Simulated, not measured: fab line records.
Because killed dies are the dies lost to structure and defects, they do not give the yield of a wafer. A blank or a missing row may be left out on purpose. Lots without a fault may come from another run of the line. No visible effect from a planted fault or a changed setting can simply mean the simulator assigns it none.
fab line records	flow nandHarc
[record] lots = 6	wafers = 18	lastDay = 26
route steps=1159 shown P_GATE@134 END@1159
lots untouched by any fault: they come from a run of this same line in which no faults occurred
startH: hours from the record's first day to the start of the lot's first wafer shown	waitH: hours since the lot's step before	" same as the row above	L1.1+2: several wafers, shown together as one row	- value missing, or start not given	* or withheld: withheld	< > ~ a bound
route shown NAME@n: a module of which the file shows steps, and the number in the route of the first	usual: average and standard deviation across the fault-free wafers	same: alike in all rows	chamber/n: place in a boat	sites: the reading at each site	_std_site: their standard deviation	_edge_site: mean of outer sites minus mean of inner sites	radiusMm: for every site, how far away it sits from the centre of the wafer	mask NAME#n: copy n	behind: tool/chamber where the wafer was last shaped	hold: what put the lot on hold/how long, in hours/how the hold closed	device: the n, p or np transistor that did not switch	end of line: tests of these same wafers at the route's end	a step with no rows: only its recipe	killed: dies lost to structure and defects at the first sort, not the wafer's yield	map: per-die view of a wafer (x killed, . not killed, _ where there is no die)
set.NAME: the setting as run; set.NAME@STEP: as run at that earlier step	model.NAME: the simulator's own value behind a step, which no gauge read
lots seen at some steps along the route; tables by step, rows by wafer
services: when a tool's chamber went out of use (startH, in hours from the record's first day, below 0 if earlier), for how many hours, and the reason
[[steps]]
[step NHARC_P_GATE_HMDS_19]
[recipe] timeS = 30
[step NHARC_P_GATE_COAT_20]
[recipe] spinRpm = 1500	resistThkNm = 90
[step NHARC_P_GATE_SOFTBAKE_21]
[recipe] tempC = 105	timeS = 55
[step NHARC_P_GATE_EBR_22]
[step NHARC_P_GATE_EXPOSE_23]
[recipe] na = 1.35	targetCdNm = 120	doseMj = 93.91	maskId = P_GATE
[step NHARC_P_GATE_PEB_24]
[recipe] pebTempC = 100	pebTimeS = 65
[step NHARC_P_GATE_DEVELOP_25]
[recipe] developTimeS = 35	devTempC = 23
[step NHARC_P_GATE_CD_MEAS_26]
[recipe] targetCdNm = 120	landingEnergyEv = 500
[usual] cdNm = 119.8/0.65
lot.wafer	tool	chamber	startH	waitH	cdNm
L801.2	cdSem-01	0	96.74	-	120.5
L801.4	"	0	"	"	119.6
L801.5	"	0	"	"	120.4
L810.1	cdSem-01	0	158.28	-	120.2
L810.2	"	0	"	"	119.0
L810.5	"	0	"	"	120.1
L811.1	cdSem-03	0	167.11	-	119.2
L811.5	"	0	"	"	119.4
L811.6	"	0	"	"	119.1
L812.2	cdSem-01	0	167.57	-	119.6
L812.4	"	0	"	"	119.3
L812.6	"	0	"	"	118.9
L814.3	cdSem-02	0	175.10	-	120.4
L814.4	"	0	"	"	119.2
L814.6	"	0	"	"	119.7
L821.1	cdSem-02	0	221.94	-	119.5
L821.2	"	0	"	"	119.2
L821.4	"	0	"	"	119.4
[step NHARC_P_GATE_OVL_MEAS_27]
[usual] overlayXNm = 0.0/0.83	overlayYNm = -0.1/0.74
lot.wafer	tool	chamber	startH	waitH	overlayXNm	overlayYNm
L801.2	overlay-02	-	96.82	-	0.3	0.9
L801.4	"	-	"	"	-0.2	0.7
L801.5	"	-	"	"	-0.3	1.5
L810.1	overlay-01	-	158.37	-	0.2	-1.1
L810.2	"	-	"	"	0.5	-0.1
L810.5	"	-	"	"	0.7	0.1
L811.1	overlay-01	-	167.20	-	-0.9	0.6
L811.5	"	-	"	"	-1.5	0.3
L811.6	"	-	"	"	-1.2	0.3
L812.2	overlay-02	-	167.65	-	0.4	-0.3
L812.4	"	-	"	"	0.9	0.0
L812.6	"	-	"	"	0.5	-0.3
L814.3	overlay-01	-	175.19	-	-0.7	-1.2
L814.4	"	-	"	"	0.1	-1.1
L814.6	"	-	"	"	-0.2	-0.9
L821.1	overlay-02	-	222.03	-	0.1	-0.4
L821.2	"	-	"	"	0.5	-0.4
L821.4	"	-	"	"	-0.1	0.2
[step NHARC_P_GATE_INSPECT_28]
[usual] rawDefectCount = 6.5/3
lot.wafer	tool	chamber	startH	waitH	rawDefectCount
L801.2	defectInspect-01	-	96.86	0.0	5
L801.4	"	-	"	"	9
L801.5	"	-	"	"	12
L810.1	defectInspect-02	-	158.41	0.0	3
L810.2	"	-	"	"	3
L810.5	"	-	"	"	6
L811.1	defectInspect-02	-	167.24	0.0	7
L811.5	"	-	"	"	4
L811.6	"	-	"	"	7
L812.2	defectInspect-01	-	167.69	0.0	5
L812.4	"	-	"	"	10
L812.6	"	-	"	"	12
L814.3	defectInspect-01	-	175.22	0.0	7
L814.4	"	-	"	"	6
L814.6	"	-	"	"	5
L821.1	defectInspect-01	-	222.07	0.0	9
L821.2	"	-	"	"	6
L821.4	"	-	"	"	1
[step NHARC_P_GATE_DESCUM_31]
[recipe] timeS = 3	o2FlowSccm = 200	arFlowSccm = 0	biasPowerW = 0	chemistry = O2
[usual] drypumpMotorCurrentA = 5.8/0.49	mfcArSccm = 0.008/0.01	o2FlowSccm = 199.9/0.6	oesProductAu = 0.996/0.0084	rfVppV = 57.8/0.92	showerheadPlenumPTorr = 1.93/0.083	throttleValvePct = 11.311/0.0085
lot.wafer	tool	chamber	startH	waitH	drypumpMotorCurrentA	mfcArSccm	o2FlowSccm	oesProductAu	rfHoursCounterH	rfVppV	showerheadPlenumPTorr	throttleValvePct
L801.4	rieDiel-11	1	96.92	0.1	5.5	0	200.4	0.999	31	58.3	2.02	11.310
L801.2	"	3	"	"	6.6	0	199.3	1.010	30	57.9	1.98	11.324
L801.5	"	2	"	"	5.5	0	199.9	0.986	-	56.2	1.80	11.305
L810.1	rieDiel-13	3	158.48	0.1	6.2	0.011	200.1	0.990	11	58.6	2.00	11.314
L810.2	"	0	"	"	5.6	0.005	199.7	0.998	11	59.9	1.92	11.314
L810.5	"	1	"	"	5.2	0.020	199.9	0.984	-	57.8	1.96	11.310
L811.1	rieDiel-11	0	167.33	0.1	5.8	0.019	200.8	1.008	57	57.2	1.95	11.317
L811.5	"	1	"	"	5.5	0	199.9	0.996	-	57.2	2.02	11.294
L811.6	"	2	"	"	5.5	0	199.2	0.994	-	58.4	1.79	11.326
L812.2	rieDiel-13	3	167.76	0.1	6.2	0.011	199.9	0.989	12	56.9	2.00	11.305
L812.4	"	0	"	"	5.6	0.005	199.8	0.989	13	57.4	1.92	11.326
L812.6	"	2	"	"	6.0	0	199.9	1.000	-	57.0	1.82	11.320
L814.3	rieDiel-13	2	175.28	0.1	6.0	0	200.4	0.993	12	59.0	1.82	11.313
L814.4	"	1	"	"	5.2	0.020	199.3	0.994	12	57.0	1.96	11.322
L814.6	"	3	"	"	6.2	0.011	200.0	0.982	-	59.5	2.00	11.322
L821.2	rieDiel-11	3	222.13	0.1	6.6	0	199.8	1.013	10	58.6	1.97	11.307
L821.4	"	0	"	"	5.8	0.019	199.1	1.008	9	57.3	1.95	11.314
L821.1	"	1	"	"	5.5	0	200.3	1.000	8	58.4	2.01	11.310
[step NHARC_P_GATE_ETCH_104]
[recipe] targetDepthA = 600	timeS = withheld	cf4FlowSccm = 100	chf3FlowSccm = 30	arFlowSccm = 0	rfW = 500	biasW = 200	chemistry = CF4/CHF3
[usual] drypumpMotorCurrentA = 5.8/0.49	mfcArSccm = 0.008/0.0099	oesProductAu = 0.945/0.02	rfVppV = 371.2/2.5	showerheadPlenumPTorr = 1.59/0.063	throttleValvePct = 16.803/0.0096
lot.wafer	tool	chamber	startH	waitH	drypumpMotorCurrentA	mfcArSccm	oesProductAu	rfVppV	showerheadPlenumPTorr	throttleValvePct
L801.4	rieDiel-11	1	97.01	0.1	5.5	0	0.915	373.2	1.66	16.796
L801.2	"	0	"	"	5.8	0.019	0.912	370.3	1.61	16.808
L801.5	"	1	"	"	5.5	0	0.924	375.1	1.66	16.786
L810.1	rieDiel-13	2	158.55	0.1	6.0	0	0.924	368.8	1.50	16.807
L810.2	"	3	"	"	6.2	0.011	0.904	374.0	1.64	16.812
L810.5	"	3	"	"	6.2	0.011	0.918	373.0	1.64	16.809
L811.1	rieDiel-11	3	167.40	0.1	6.6	0	0.948	370.7	1.62	16.824
L811.6	"	3	"	"	6.6	0	0.965	373.5	1.62	16.803
L811.5	"	0	"	"	5.8	0.019	0.954	372.4	1.60	16.807
L812.2	rieDiel-13	1	167.84	0.1	5.2	0.020	0.964	372.1	1.61	16.793
L812.4	"	3	"	"	6.2	0.011	0.957	372.2	1.64	16.800
L812.6	"	1	"	"	5.2	0.020	0.956	373.1	1.61	16.803
L814.3	rieDiel-13	2	175.37	0.1	6.0	0	0.940	367.5	1.50	16.794
L814.4	"	0	"	"	5.6	0.005	0.935	371.5	1.58	16.817
L814.6	"	3	"	"	6.2	0.011	0.918	373.4	1.64	16.804
L821.4	rieDiel-11	3	222.21	0.1	6.6	0	0.981	373.2	1.62	16.787
L821.1	"	1	"	"	5.5	0	0.974	374.8	1.65	16.812
L821.2	"	2	"	"	5.5	0	0.976	366.7	1.47	16.798
[step NHARC_P_GATE_HM_OPEN_105]
[recipe] targetDepthA = 3600	o2FlowSccm = 400	cosFlowSccm = 20	arFlowSccm = 0	rfW = 500	biasW = 300	chemistry = O2/COS
[usual] drypumpMotorCurrentA = 5.8/0.48	mfcArSccm = 0.008/0.0098	o2FlowSccm = 399.9/1.3	oesProductAu = 0.995/0.0096	rfVppV = 467.8/2.8	showerheadPlenumPTorr = 3.16/0.12	throttleValvePct = 28.329/0.0095
lot.wafer	tool	chamber	startH	waitH	drypumpMotorCurrentA	mfcArSccm	o2FlowSccm	oesProductAu	rfHoursCounterH	rfVppV	showerheadPlenumPTorr	throttleValvePct
L801.4	rieDiel-11	1	97	-	5.5	0	399.3	0.978	31	471.7	3.29	28.334
L801.2	"	3	"	"	6.6	0	398.2	1.012	30	470.3	3.23	28.328
L801.5	"	0	"	"	5.8	0.019	402.3	0.987	-	467.3	3.19	28.323
L810.2	rieDiel-13	3	158	-	6.2	0.011	399.9	0.993	11	470.1	3.25	28.334
L810.1	"	0	"	"	5.6	0.005	400.3	1.005	11	468.5	3.14	28.333
L810.5	"	3	"	"	6.2	0.011	400.8	0.986	-	470.3	3.25	28.333
L811.1	rieDiel-11	3	167	-	6.6	0	397.7	1.003	56	469.2	3.22	28.308
L811.6	"	3	"	"	6.6	0	398.7	1.012	-	467.7	3.22	28.328
L811.5	"	0	"	"	5.8	0.019	399.6	1.005	-	468.6	3.18	28.342
L812.2	rieDiel-13	0	167	-	5.6	0.005	400.4	0.528	13	468.1	3.14	28.338
L812.4	"	1	"	"	5.2	0.020	400.3	0.988	12	468.2	3.19	28.336
L812.6	"	3	"	"	6.2	0.011	399.1	0.982	-	469.9	3.25	28.333
L814.4	rieDiel-13	3	175	-	6.2	0.011	399.4	0.985	13	471.0	3.25	28.322
L814.3	"	0	"	"	5.6	0.005	398.7	0.523	13	467.5	3.14	28.335
L814.6	"	2	"	"	6.0	0	398.8	1.001	-	463.6	2.98	28.320
L821.2	rieDiel-11	3	222	-	6.6	0	401.6	1.008	10	469.2	3.21	28.347
L821.1	"	0	"	"	5.8	0.019	398.0	1.008	9	466.0	3.17	28.336
L821.4	"	2	"	"	5.5	0	400.9	0.997	9	461.8	2.92	28.326
[step NHARC_P_GATE_STRIP_106]
[recipe] o2FlowSccm = 400	cosFlowSccm = 20	arFlowSccm = 0	biasW = 0	chemistry = O2/COS
[step NHARC_END_SORT_01]
[recipe] tempC = 25
[usual] killedAtArray = 27/12	killedAtOther = 0.9/1.1	killedAtPeriphery = 3.2/2.4	killedDies = 31/12	killedOpen = 3.3/1.7	killedShort = 2.0/1.6
[same] grossDies = 677
lot.wafer	tool	chamber	startH	waitH	killedAtArray	killedAtOther	killedAtPeriphery	killedDies	killedOpen	killedShort
L801.2	prober-01	0	443.19	2.8	16	1	3	20	6	2
L801.4	prober-01	0	444.81	3.4	7	2	8	17	1	3
L801.5	prober-01	0	445.61	3.7	13	2	4	19	4	4
L812.2	prober-01	0	579.92	2.8	19	1	657	677	2	2
L814.3	prober-02	0	596.30	3.1	27	2	648	677	1	1
// killed by level:class
L801.2 A_CONTACT:chamberFilmFlake=4 A_CHANNEL_HOLE_D1:chamberFilmFlake=3 A_BLC:geometricParticle:open=2 P_STI:chamberFilmFlake=2 P_GATE:geometricParticle:open=1 A_ONON_D1:geometricParticle:open=1 A_CHANNEL_HOLE_D1:geometricParticle:open=1 A_SGD_CUT:geometricParticle:short=1
L801.4 P_STI:chamberFilmFlake=6 A_WL_FILL:geometricParticle:short=2 A_CONTACT:chamberFilmFlake=2 HYBRID_BOND:chamberFilmFlake=2 P_GATE:geometricParticle:short=1 A_WL_FILL:geometricParticle:open=1 P_CONTACT:chamberFilmFlake=1 A_CHANNEL_HOLE_D1:chamberFilmFlake=1
L801.5 A_CHANNEL_HOLE_D1:chamberFilmFlake=4 P_STI:chamberFilmFlake=3 A_CHANNEL_FILL_D1:geometricParticle:short=2 A_CONTACT:chamberFilmFlake=2 P_GATE:geometricParticle:open=1 A_ONON_D1:geometricParticle:short=1 A_SGD_CUT:geometricParticle:open=1 A_WL_FILL:geometricParticle:short=1
L812.2 P_GATE:areaOpen=656 A_CHANNEL_HOLE_D1:chamberFilmFlake=15 A_WL_FILL:geometricParticle:short=2 P_CONTACT:geometricParticle:open=1 A_BLC:geometricParticle:open=1 A_CONTACT:chamberFilmFlake=1 THIN_TSV:chamberFilmFlake=1
L814.3 P_GATE:areaOpen=648 A_CHANNEL_HOLE_D1:chamberFilmFlake=21 A_CONTACT:chamberFilmFlake=4 A_CHANNEL_HOLE_D1:geometricParticle:open=1 A_WL_FILL:geometricParticle:short=1 HYBRID_BOND:chamberFilmFlake=1 THIN_TSV:chamberFilmFlake=1
// map L812.2 (x killed, . not)
____________x____________
_________xxxxxxx_________
_______xxxxxxxxxxx_______
______xxxxxxxxxxxxx______
_____xxxxxxxxxxxxxxx_____
____xxxxxxxxxxxxxxxxx____
____xxxxxxxxxxxxxxxxx____
___xxxxxxxxxxxxxxxxxxx___
___xxxxxxxxxxxxxxxxxxx___
__xxxxxxxxxxxxxxxxxxxxx__
__xxxxxxxxxxxxxxxxxxxxx__
_xxxxxxxxxxxxxxxxxxxxxxx_
_xxxxxxxxxxxxxxxxxxxxxxx_
_xxxxxxxxxxxxxxxxxxxxxxx_
_xxxxxxxxxxxxxxxxxxxxxxx_
_xxxxxxxxxxxxxxxxxxxxxxx_
xxxxxxxxxxxxxxxxxxxxxxxxx
xxxxxxxxxxxxxxxxxxxxxxxxx
xxxxxxxxxxxxxxxxxxxxxxxxx
xxxxxxxxxxxxxxxxxxxxxxxxx
xxxxxxxxxxxxxxxxxxxxxxxxx
_xxxxxxxxxxxxxxxxxxxxxxx_
_xxxxxxxxxxxxxxxxxxxxxxx_
_xxxxxxxxxxxxxxxxxxxxxxx_
_xxxxxxxxxxxxxxxxxxxxxxx_
_xxxxxxxxxxxxxxxxxxxxxxx_
__xxxxxxxxxxxxxxxxxxxxx__
__xxxxxxxxxxxxxxxxxxxxx__
___xxxxxxxxxxxxxxxxxxx___
___xxxxxxxxxxxxxxxxxxx___
____xxxxxxxxxxxxxxxxx____
____xxxxxxxxxxxxxxxxx____
_____xxxxxxxxxxxxxxx_____
______xxxxxxxxxxxxx______
_______xxxxxxxxxxx_______
_________xxxxxxx_________
____________x____________
// map L814.3 (x killed, . not)
____________x____________
_________xxxxxxx_________
_______xxxxxxxxxxx_______
______xxxxxxxxxxxxx______
_____xxxxxxxxxxxxxxx_____
____xxxxxxxxxxxxxxxxx____
____xxxxxxxxxxxxxxxxx____
___xxxxxxxxxxxxxxxxxxx___
___xxxxxxxxxxxxxxxxxxx___
__xxxxxxxxxxxxxxxxxxxxx__
__xxxxxxxxxxxxxxxxxxxxx__
_xxxxxxxxxxxxxxxxxxxxxxx_
_xxxxxxxxxxxxxxxxxxxxxxx_
_xxxxxxxxxxxxxxxxxxxxxxx_
_xxxxxxxxxxxxxxxxxxxxxxx_
_xxxxxxxxxxxxxxxxxxxxxxx_
xxxxxxxxxxxxxxxxxxxxxxxxx
xxxxxxxxxxxxxxxxxxxxxxxxx
xxxxxxxxxxxxxxxxxxxxxxxxx
xxxxxxxxxxxxxxxxxxxxxxxxx
xxxxxxxxxxxxxxxxxxxxxxxxx
_xxxxxxxxxxxxxxxxxxxxxxx_
_xxxxxxxxxxxxxxxxxxxxxxx_
_xxxxxxxxxxxxxxxxxxxxxxx_
_xxxxxxxxxxxxxxxxxxxxxxx_
_xxxxxxxxxxxxxxxxxxxxxxx_
__xxxxxxxxxxxxxxxxxxxxx__
__xxxxxxxxxxxxxxxxxxxxx__
___xxxxxxxxxxxxxxxxxxx___
___xxxxxxxxxxxxxxxxxxx___
____xxxxxxxxxxxxxxxxx____
____xxxxxxxxxxxxxxxxx____
_____xxxxxxxxxxxxxxx_____
______xxxxxxxxxxxxx______
_______xxxxxxxxxxx_______
_________xxxxxxx_________
____________x____________
[[services]]
tool	chamber	startH	hours	kind
rieDiel-13	0	78.03	-	clean
rieDiel-13	1	78.03	-	clean
rieDiel-13	2	78.03	-	clean
rieDiel-13	3	78.03	-	clean
rieDiel-11	0	96.41	-	clean
rieDiel-11	1	96.41	-	clean
rieDiel-11	2	96.41	-	clean
rieDiel-11	3	96.41	-	clean
rieDiel-13	-	99.00	9.0	pm
rieDiel-13	0	99.00	9.0	ventCycle
rieDiel-13	1	99.00	9.0	ventCycle
rieDiel-13	2	99.00	9.0	ventCycle
rieDiel-13	3	99.00	9.0	ventCycle
rieDiel-13	0	108.00	-	clean
rieDiel-13	1	108.00	-	clean
rieDiel-13	2	108.00	-	clean
rieDiel-13	3	108.00	-	clean
rieDiel-11	0	120.91	-	clean
rieDiel-11	1	120.91	-	clean
rieDiel-11	2	120.91	-	clean
rieDiel-11	3	120.91	-	clean
rieDiel-11	3	174.31	11.6	repair
rieDiel-11	1	181.20	9.2	repair
rieDiel-11	-	189.54	9.0	pm
[[key]]
[firstSign] step = NHARC_P_GATE_HM_OPEN_105	reading = oesProductAu	direction = down	sigmas = 49	usual = 0.995	struck = 0.526
[effect] step = NHARC_END_SORT_01	reading = killedAtPeriphery	direction = up	sigmas = 99+	usual = 3.2	struck = 652.5
[moreKillsBornAt] NHARC_P_GATE_HM_OPEN_105@rieDiel-13 = 1304
metAt NHARC_P_GATE_HM_OPEN_105
struckWafers L812.2,L814.3
laterRowsLeftOut L812.2,L814.3
testerLeftOut L812,L814
onsetBetween 158 167
[fault] kind = processParameterDrift	tool = rieDiel-13	chamber = 0	onsetH = 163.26	steps = NHARC_P_GATE_HM_OPEN_105	channel = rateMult	offset = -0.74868	shape = step	endH = 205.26
// testerLeftOut: of these lots the tester's yield and bins aren't shown, on N5 and GAA mostly nor the transistor test; their killed dies are dies lost to structure and defects alone, not to doping, threshold or leakage, so they don't give the yield
// laterRowsLeftOut: the simulator's readings of these wafers behind a module that went badly wrong aren't trusted and aren't shown, but for the sort
